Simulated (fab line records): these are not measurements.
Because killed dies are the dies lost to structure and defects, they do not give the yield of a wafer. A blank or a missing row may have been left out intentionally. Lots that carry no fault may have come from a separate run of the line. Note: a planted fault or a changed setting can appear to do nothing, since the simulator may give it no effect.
Chamber matching / flow nand harc / 4 sister chambers for NHARC_A_STAIRCASE_TRIM_187 on rie diel-08
The step chemistry O2, time 211.2 s. 22 wafers are shown with their chamber, then 11 later ones without.

WAFERS WITH THEIR CHAMBER
wafer=L075.2; chamber=2; drypump motor current A (A)=6.3; showerhead plenum p Torr (Torr)=3.49; oes product au (a.u.)=0.981
wafer=L075.4; chamber=3; drypump motor current A (A)=6.4; showerhead plenum p Torr (Torr)=3.47; oes product au (a.u.)=0.995
wafer=L075.6; chamber=2; drypump motor current A (A)=6.3; showerhead plenum p Torr (Torr)=3.49; oes product au (a.u.)=0.991
wafer=L076.3; chamber=0; drypump motor current A (A)=5.7; showerhead plenum p Torr (Torr)=3.50; oes product au (a.u.)=0.994
wafer=L076.4; chamber=2; drypump motor current A (A)=6.3; showerhead plenum p Torr (Torr)=3.49; oes product au (a.u.)=0.995
wafer=L076.5; chamber=2; drypump motor current A (A)=6.3; showerhead plenum p Torr (Torr)=3.49; oes product au (a.u.)=0.983
wafer=L077.4; chamber=2; drypump motor current A (A)=6.3; showerhead plenum p Torr (Torr)=3.49; oes product au (a.u.)=0.986
wafer=L077.5; chamber=0; drypump motor current A (A)=5.6; showerhead plenum p Torr (Torr)=3.50; oes product au (a.u.)=0.992
wafer=L077.6; chamber=3; drypump motor current A (A)=6.4; showerhead plenum p Torr (Torr)=3.47; oes product au (a.u.)=0.995
wafer=L078.1; chamber=3; drypump motor current A (A)=6.3; showerhead plenum p Torr (Torr)=3.47; oes product au (a.u.)=0.996
wafer=L078.2; chamber=0; drypump motor current A (A)=5.7; showerhead plenum p Torr (Torr)=3.49; oes product au (a.u.)=0.994
wafer=L078.6; chamber=0; drypump motor current A (A)=5.7; showerhead plenum p Torr (Torr)=3.49; oes product au (a.u.)=0.984
wafer=L080.1; chamber=1; drypump motor current A (A)=6.5; showerhead plenum p Torr (Torr)=3.36; oes product au (a.u.)=0.994
wafer=L080.2; chamber=3; drypump motor current A (A)=6.4; showerhead plenum p Torr (Torr)=3.46; oes product au (a.u.)=0.999
wafer=L080.6; chamber=0; drypump motor current A (A)=5.7; showerhead plenum p Torr (Torr)=3.49; oes product au (a.u.)=0.991
wafer=L082.1; chamber=3; drypump motor current A (A)=6.4; showerhead plenum p Torr (Torr)=3.46; oes product au (a.u.)=1.001
wafer=L082.3; chamber=0; drypump motor current A (A)=5.7; showerhead plenum p Torr (Torr)=3.49; oes product au (a.u.)=0.995
wafer=L082.6; chamber=1; drypump motor current A (A)=6.5; showerhead plenum p Torr (Torr)=3.36; oes product au (a.u.)=1.003
wafer=L079.2; chamber=1; drypump motor current A (A)=6.5; showerhead plenum p Torr (Torr)=3.36; oes product au (a.u.)=0.999
wafer=L079.4; chamber=2; drypump motor current A (A)=6.3; showerhead plenum p Torr (Torr)=3.48; oes product au (a.u.)=0.982
wafer=L079.6; chamber=3; drypump motor current A (A)=6.4; showerhead plenum p Torr (Torr)=3.46; oes product au (a.u.)=1.003
wafer=L088.3; chamber=0; drypump motor current A (A)=5.7; showerhead plenum p Torr (Torr)=3.48; oes product au (a.u.)=0.976

SIGNATURES, as means of the wafers listed above
reading=drypump motor current A; chamber 0=5.686; chamber 1=6.500; chamber 2=6.300; chamber 3=6.383; scatter within a chamber=0.0306
reading=showerhead plenum p Torr; chamber 0=3.4914; chamber 1=3.3600; chamber 2=3.4883; chamber 3=3.4650; scatter within a chamber=0.00537
reading=oes product au; chamber 0=0.98943; chamber 1=0.99867; chamber 2=0.98633; chamber 3=0.99817; scatter within a chamber=0.0055
Rule: a wafer's distance from a chamber is the root of the sum, over the readings, of the square of ((its reading less the chamber's mean) divided by the reading's scatter). The wafer belongs to the nearest chamber; if the next one is less than 2 further off, it can't be placed. How the scatter is found: for the shown wafers, subtract from each reading the mean of its chamber, square and add these, divide the total by (wafers less chambers), then take the root.

WAFERS MISSING THEIR CHAMBER
wafer=L088.4; drypump motor current A (A)=6.5; showerhead plenum p Torr (Torr)=3.35; oes product au (a.u.)=0.989
wafer=L088.6; drypump motor current A (A)=5.7; showerhead plenum p Torr (Torr)=3.48; oes product au (a.u.)=0.989
wafer=L090.1; drypump motor current A (A)=6.4; showerhead plenum p Torr (Torr)=3.45; oes product au (a.u.)=0.997
wafer=L090.2; drypump motor current A (A)=6.3; showerhead plenum p Torr (Torr)=3.48; oes product au (a.u.)=0.993
wafer=L090.3; drypump motor current A (A)=6.4; showerhead plenum p Torr (Torr)=3.35; oes product au (a.u.)=1.005
wafer=L096.1; drypump motor current A (A)=5.7; showerhead plenum p Torr (Torr)=3.48; oes product au (a.u.)=0.996
wafer=L096.3; drypump motor current A (A)=6.3; showerhead plenum p Torr (Torr)=3.45; oes product au (a.u.)=0.990
wafer=L096.5; drypump motor current A (A)=6.3; showerhead plenum p Torr (Torr)=3.45; oes product au (a.u.)=0.995
wafer=L095.2; drypump motor current A (A)=5.7; showerhead plenum p Torr (Torr)=3.48; oes product au (a.u.)=0.980
wafer=L095.4; drypump motor current A (A)=6.3; showerhead plenum p Torr (Torr)=3.47; oes product au (a.u.)=1.002
wafer=L095.6; drypump motor current A (A)=6.5; showerhead plenum p Torr (Torr)=3.35; oes product au (a.u.)=1.009

CHAMBER TAKEN BY EACH
wafer=L088.4; from the rows above=1; in truth=1
wafer=L088.6; from the rows above=0; in truth=0
wafer=L090.1; from the rows above=3; in truth=3
wafer=L090.2; from the rows above=2; in truth=2
wafer=L090.3; from the rows above=1; in truth=1
wafer=L096.1; from the rows above=0; in truth=0
wafer=L096.3; from the rows above=3; in truth=3
wafer=L096.5; from the rows above=3; in truth=3
wafer=L095.2; from the rows above=0; in truth=0
wafer=L095.4; from the rows above=can't be placed: 3 or 2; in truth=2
wafer=L095.6; from the rows above=1; in truth=1
Correct placement for 10 of the 11. Cannot be placed on the basis of these rows: 1; the candidates contain the true chamber in 1. Number placed wrongly: 0.
